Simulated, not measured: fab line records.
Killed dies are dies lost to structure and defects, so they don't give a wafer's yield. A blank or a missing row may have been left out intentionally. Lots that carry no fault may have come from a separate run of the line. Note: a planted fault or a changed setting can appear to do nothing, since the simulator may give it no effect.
Comparing a struck lot with a sound one -- flow n5-finfet -- 22 steps out of a route of 1938
Sound: these wafers, L417.1, L417.3, L417.5. Wafers struck: L410.1, L410.2, L410.6. The cause is named last.
Per side, at each step with rows, come the tool, then ch with its chambers, and then its first start. Under that, the readings that differ: sound wafers -- struck wafers -- difference of the means -- sigmas: that difference in standard deviations of wafers without a fault.
alike: words and numbers the same on both sides, and readings whose means are apart by under 2 such deviations; not compared: readings that were withheld, readings missing a value for some wafer, numbers with overlapping values and no deviation given by the record, and bounds like >300 which may hide the same value.
The two part at a step that has a row with sigmas, a row that says differs or no value, or rows on one side only. Non-overlapping numbers with no deviation appear without sigmas and do not part them. Lack of a reading on every wafer of one side parts them only where that side has two or more wafers.

N5_BEOL_M4_SPUTTER_86: material Cu, target thk 4.5 nm, time 8.29 s.
  sound on pvd-sputter-03, day 15 08:17; struck on pvd-sputter-02, day 11 14:32
  alike: throttle-valve-pct
then, 1 step without rows for these wafers: N5_BEOL_M4_ANNEAL_87 (time 240 s).
N5_BEOL_M4_SPUTTER_88: material Cu, target thk 4.5 nm, time 8.29 s.
  sound on pvd-sputter-03, day 15 08:31; struck on pvd-sputter-02, day 11 14:46
  alike: throttle-valve-pct
then, 9 steps without rows for these wafers: N5_BEOL_M4_ANNEAL_89 (time 240 s); N5_BEOL_M4_SPUTTER_90 (material Cu, target thk 4.5 nm, time 8.29 s); N5_BEOL_M4_ANNEAL_91 (time 240 s); N5_BEOL_M4_SPUTTER_92 (material Cu, target thk 4.5 nm, time 8.29 s); N5_BEOL_M4_ANNEAL_93 (time 240 s); N5_BEOL_M4_SPUTTER_94 (material Cu, target thk 4.5 nm, time 8.29 s); N5_BEOL_M4_ANNEAL_95 (time 240 s); N5_BEOL_M4_SPUTTER_96 (material Cu, target thk 4.5 nm, time 8.29 s); N5_BEOL_M4_ECD_50 (material Cu, target thk 300 nm).
N5_BEOL_M4_ANNEAL_51: time 90 s.
  struck on rtp-anneal-01, day 11 15:58; sound on rtp-anneal-02 ch 0, day 15 09:35
  no value came back on the struck wafers for anneal-temp-c (C), anneal-temp-c-max, wafer_temp_C_max; on the sound wafers anneal-temp-c (C) reads 224.87 225.05 225.04
N5_BEOL_M4_CMP_52: polishes, stops on SiOC, t overpolish 6.8 s, target thk 40 nm.
  sound on cmp-04 ch 0,1, day 15 09:53; struck on cmp-04 ch 1,2,3, day 11 16:21
reading,sound,struck,difference,sigmas
barrier-field-endpoint-s (s),25.6 24.4 25.2,29.7 29.5 30.0,+4.7,+8
time-to-endpoint-s (s),65.1 63.8 66.0,79.8 79.8 80.9,+15.2,+6
  alike: motor-current-A, overpolish-run-s
N5_BEOL_M4_PRE_CLEAN_60: time 15 s.
  sound on cvd-co-02 ch 0,2, day 15 10:13; struck on cvd-co-01 ch 0,1, day 11 16:37
  alike: heater-power-w
N5_BEOL_M4_CO_CAP_55: material Co, precursor CCTBA/H2, target thk 2 nm, time 102.1 s.
  sound on cvd-co-02 ch 0,2, day 15 10:15; struck on cvd-co-01 ch 0,1, day 11 16:39
  alike: heater-power-w
then, 2 steps without rows for these wafers: N5_BEOL_M4_PRE_CLEAN_56 (time 15 s); N5_BEOL_M4_DEP_57 (deposits SiCN from 3MS/NH3, target thk 8 nm, time 14 s).
N5_BEOL_M4_RS_MEAS_58: measurement is done with a four-point probe.
  sound on film-metro-01, day 15 10:26; struck on film-metro-02, day 11 16:50
reading,sound,struck,difference,sigmas
M4_RS (ohm/sq),0.694 0.690 0.675,0.814 0.818 0.784,+0.119,+5
N5_BEOL_M4_RC_MEAS_101:
  sound on prober-01 ch 0, day 15 10:29; struck on prober-01 ch 0, day 11 16:53
reading,sound,struck,difference,sigmas
SS_N (mV/dec),72.4 72.8 73.1,70.9 71.1 71.6,-1.6,-3
  alike: COMB_M4, DIBL_N, DIBL_P, IOFF_N, IOFF_P, ION_N, ION_P, SS_P, VT_N, VT_P
  not compared: COMB_M4_max_site
N5_BEOL_M5_ILD_DEP_00: deposits SiCOH lowk from DEMS/porogen, target thk 140.64 nm, time 25.9 s.
  sound on pecvd-01 ch 2, day 15 11:27; struck on pecvd-02 ch 0,1,2, day 11 17:51
  alike: heater-power-w, showerhead-plenum-p-Torr, throttle-valve-pct
-- here the record skips 4 days between the struck wafers' starts before and after, leaving off in module BEOL_M5 and picking up in module PASSIVATION (first step shown: number 1936 of the route) --
N5_PASSIVATION_PROBE_49:
  sound on prober-02, day 20 12:20; struck on prober-01, day 15 22:19
reading,sound,struck,difference,sigmas
defect-limited-yield (%),88.5 90.3 89.4,59.9 73.3 46.6,-29.5,-25
killed_at_M4_up,10 17 15,376 223 554,+370,+73
killed-dies,136 115 125,473 315 630,+347,+23
killed-on-rim,24 8 14,152 17 14,+46,+13
sort-n-pass,1044 1065 1055,707 865 550,-347,-23
sort-yield-pct (%),88.5 90.3 89.4,59.9 73.3 46.6,-29.5,-25
  alike: killed_at_M0_to_M3, killed-at-contacts, killed-at-front-end, killed-at-other, killed-open, killed-short, sort_bin_5_function, sort_bin_6_memory

WHERE THEY PART
Earliest at N5_BEOL_M4_ANNEAL_51; latest, in this record, at N5_PASSIVATION_PROBE_49.

WHY: whatever the simulator had introduced
Entire step skipped (rtp-anneal-01, N5_BEOL_M4_ANNEAL_51), from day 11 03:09 onward. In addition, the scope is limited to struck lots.
